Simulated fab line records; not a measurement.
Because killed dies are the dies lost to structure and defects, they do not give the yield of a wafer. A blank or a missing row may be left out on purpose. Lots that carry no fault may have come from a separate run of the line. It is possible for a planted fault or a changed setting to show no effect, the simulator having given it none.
Struck lot and sound lot, side by side :: flow n5-finfet :: 14 out of 1938 route steps
Sound: the wafers L797.1, L797.2, L797.3. The struck wafers were L803.1, L803.3, L803.4. Last of all comes the cause.
For every step that has rows: the tool of each side, followed by ch and its chambers, followed by its first start. Under that, the readings that differ: sound wafers :: struck wafers :: difference of the means :: sigmas: that difference in standard deviations of wafers without a fault.
alike: a reading whose means differ by less than 2 such deviations, as well as words and numbers matching on both sides. not compared: withheld readings; readings where some wafer has no value; bounds like >300 that might hide an equal value; numbers whose values overlap and for which the record gives no deviation.
The two part at a step that has a row with sigmas, a row that says differs or no value, or rows on one side only. Non-overlapping numbers with no deviation appear without sigmas and do not part them. A reading that every wafer of one side lacks parts them only if that side has two wafers or more.

N5_MOL_CONTACT_COAG_PRE_CLEAN_142: time 60 s.
  sound on pvd-sputter-01, day 5 00:02; struck on pvd-sputter-01, day 6 16:49
  alike: heater-power-w
N5_MOL_CONTACT_COAG_SPUTTER_130: material Co, target thk 47.5 nm.
  sound on pvd-sputter-01, day 5 00:05; struck on pvd-sputter-01, day 6 16:52
  alike: throttle-valve-pct
then, 2 steps without rows for these wafers: N5_MOL_CONTACT_COAG_PRECLEAN_125 (cleans in DIW, time 57.5 s); N5_MOL_CONTACT_COAG_SRD_126 (dry time 32 s).
N5_MOL_CONTACT_COAG_CMP_23: polishes, stops on SiO2, t overpolish 1.5 s, target thk 0 nm.
  sound on cmp-02 ch 1,2,3, day 5 00:19; struck on cmp-03 ch 0,1,2, day 6 17:03
  alike: motor-current-A, overpolish-run-s, time-to-endpoint-s
then, 2 steps without rows for these wafers: N5_MOL_CONTACT_COAG_WET_ETCH_26 (target Co, target depth 13 nm); N5_MOL_CONTACT_COAG_WET_ETCH_116 (etches the open film in SC1-inhibited, target depth 4.6 nm, rinse time 30 s).
N5_MOL_CONTACT_COAG_ALD_27: deposits SiOC, target thk 17 nm, pulse time 1.5 s, time 2720 s.
  sound on ald-sin-03 ch 0,2,3, day 5 01:08; struck on ald-sin-01 ch 1,2,3, day 6 17:53
  alike: chamber-pressure-Torr, heater-power-w, precursor-pulse-height-rel, susceptor-temp-C
N5_MOL_CONTACT_COAG_CMP_28: polishes, stops on SiNx, t overpolish 0.85 s, target thk 14.522 nm.
  sound on cmp-03 ch 0,1,2, day 5 02:42; struck on cmp-04 ch 0,2,3, day 6 19:26
  alike: motor-current-A, time-to-endpoint-s
N5_MOL_CONTACT_COAG_THK_MEAS_29:
  sound on film-metro-02, day 5 02:59; struck on film-metro-01, day 6 19:44
  alike: MD_CAP_THK
N5_MOL_CONTACT_COAG_ALD_123: deposits SiNx, target thk 5 nm, pulse time 1 s, purge time 2 s.
  sound on ald-sin-03 ch 0,1,2, day 5 03:02; struck on ald-sin-02 ch 0,1,3, day 6 19:47
reading: heater-power-w (W)
sound: 774 990 826
struck: 1227 1134 1028
difference: +266
sigmas: +3

reading: susceptor-temp-C (C)
sound: 399.92 399.74 399.75
struck: 431.77 431.94 431.86
difference: +32.05
sigmas: +99 or more
  alike: chamber-pressure-Torr, precursor-pulse-height-rel
then, 1 step without rows for these wafers: N5_MOL_CONTACT_COAG_PECVD_31 (deposits SiO2 from TEOS/O2, target thk 46 nm, time 8.9 s).
-- the record jumps here: 3 days lie between the struck wafers' starts before and after (it left off in module MOL_CONTACT_COAG and takes up again in module BEOL_M4, whose first step shown is number 1111 of the route) --
N5_BEOL_M4_RC_MEAS_101:
  sound on prober-02 ch 0, day 8 11:53; struck on prober-01 ch 0, day 10 04:55
  alike: DIBL_N, DIBL_P, IOFF_N, IOFF_P, ION_N, ION_P, SS_N, SS_P, VT_N, VT_P
-- record jumps: 5 days separate the struck wafers' starts on either side; left off in module BEOL_M4, taken up again in module PASSIVATION, whose first shown step is the route's number 1936 --
N5_PASSIVATION_PROBE_49:
  record: rows for the struck wafers here (prober-02, day 14 17:19), none for the sound ones

== WHERE THEY PART ==
Last at N5_PASSIVATION_PROBE_49 as far as this record goes, first at N5_MOL_CONTACT_COAG_ALD_123.

WHY: whatever the simulator had introduced
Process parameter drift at N5_MOL_CONTACT_COAG_ALD_123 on ald-sin-02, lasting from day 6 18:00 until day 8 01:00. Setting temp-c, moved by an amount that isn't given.
